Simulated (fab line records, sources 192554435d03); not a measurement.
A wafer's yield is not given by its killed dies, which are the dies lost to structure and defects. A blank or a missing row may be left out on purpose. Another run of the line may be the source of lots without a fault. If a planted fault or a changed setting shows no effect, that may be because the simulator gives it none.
Split-lot study -- flow n5Finfet -- 21 wafers read from 7 lots, route of 1938 steps

ABOUT THE SPLIT
At N5_HKMG_FIN_ETCH_35 (etches SOC in N2/H2, target depth 215.8 nm, time 243.4 s), the setting timeS was moved away from the recipe's 243.4 s on 7 of the 21 wafers read, by -21.7% to +19.2%. All remaining wafers had this setting at the recipe value.

Reading taken at the split's own step.

THE READING
HKMG_FIN.featureDepthNm (the simulator's own value, which no gauge read), in nm, at N5_HKMG_FIN_ETCH_35 (etches SOC in N2/H2, target depth 215.8 nm, time 243.4 s). The file gives no usual value for it. Average 213.6 nm, standard deviation 6.3 nm, over the 14 wafers here run with the recipe.

wafer,"tool, chamber at the split","timeS as run, s",against the recipe,"HKMG_FIN.featureDepthNm, nm",against lot-mates on the recipe
L081.2,"rieDiel-06, 2",190.6,-21.7%,160.4,no lot-mate on the recipe
L081.3,"rieDiel-06, 3",190.6,-21.7%,170.4,no lot-mate on the recipe
L081.6,"rieDiel-06, 0",190.6,-21.7%,169.2,no lot-mate on the recipe
L082.2,"rieDiel-06, 3",288.7,+18.6%,256.4,+47.2
L082.3,"rieDiel-06, 0",243.4,recipe,215,-
L082.5,"rieDiel-06, 2",243.4,recipe,203.4,-
L087.1,"rieDiel-04, 3",243.4,recipe,225.6,-
L087.3,"rieDiel-04, 2",243.4,recipe,211.8,-
L087.5,"rieDiel-04, 2",243.4,recipe,211.6,-
L088.1,"rieDiel-02, 1",290.1,+19.2%,258,+48.6
L088.4,"rieDiel-02, 2",290.1,+19.2%,251.6,+42.2
L088.5,"rieDiel-02, 2",243.4,recipe,209.4,-
L089.3,"rieDiel-04, 3",270.4,+11.1%,252.2,+30.3
L089.4,"rieDiel-04, 1",243.4,recipe,217.8,-
L089.5,"rieDiel-04, 3",243.4,recipe,226,-
L092.2,"rieDiel-06, 2",243.4,recipe,204.8,-
L092.5,"rieDiel-06, 1",243.4,recipe,216.2,-
L092.6,"rieDiel-06, 3",243.4,recipe,216.4,-
L096.3,"rieDiel-04, 2",243.4,recipe,211.2,-
L096.4,"rieDiel-04, 0",243.4,recipe,212,-
L096.5,"rieDiel-04, 2",243.4,recipe,209.8,-

FIT RESULTS
A straight line over all 21 wafers: HKMG_FIN.featureDepthNm changes by +2.24 nm for each +1% of timeS; r = +0.97; the points scatter about the line by 6.6 nm.
The same after taking each lot's own level away (the mean of its wafers on the recipe; 18 wafers): +2.45 nm for each +1%; r = +0.97; scatter 4.7 nm.
That fit puts the effect of the largest move of timeS on the reading at 53 nm.
From 209.20 to 221.90 nm: that is the span of the lots' own levels, equal to 2.0 times the standard deviation above.
The two slopes are in agreement: the lot-to-lot level therefore moves the slope only a little.
Check: with one of the wafers moved furthest among these (+19.2%) left out of the fit, the line predicts +46.4 nm for it against its lot-mates. Against them it came out at +48.6 nm.

THESE WAFERS: OTHER SPLITS
Note: prior to the reading, these wafers also went through further splits. Each is held against what the fit with the lots' levels taken away leaves over:
other split on the same wafers,wafers away from the commonest value,r with HKMG_FIN.featureDepthNm (lot level and that fit taken away)
N5_SD_EPI_P_EPI_21 timeS,7,+0.03
N5_ILD0_CMP_03 downForcePsi,7,+0.15
N5_HKMG_FIN_ETCH_32 biasW,6,-0.19

THE WHOLE CHAIN: every reading that the file lists as answering this split, in the file's order
step,what it does,reading,change (the file's fit),r (the file's)
N5_HKMG_FIN_ETCH_35,"etches SOC in N2/H2, target depth 215.8 nm, time 243.4 s","etch.depthNm (the simulator's own value, which no gauge read)",+2.49 nm for each +1% of the setting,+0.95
N5_HKMG_FIN_ETCH_35,"etches SOC in N2/H2, target depth 215.8 nm, time 243.4 s","SOC_of_HKMG_FIN_COAT_29.thkNm (the simulator's own value, which no gauge read)",-2.49 nm for each +1% of the setting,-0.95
N5_HKMG_FIN_ETCH_35,"etches SOC in N2/H2, target depth 215.8 nm, time 243.4 s","HKMG_FIN.featureDepthNm (the simulator's own value, which no gauge read)",+2.49 nm for each +1% of the setting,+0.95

THE FILE'S OWN FIT
HKMG_FIN.featureDepthNm changes by +2.49 nm for each +1% of timeS, r = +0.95.
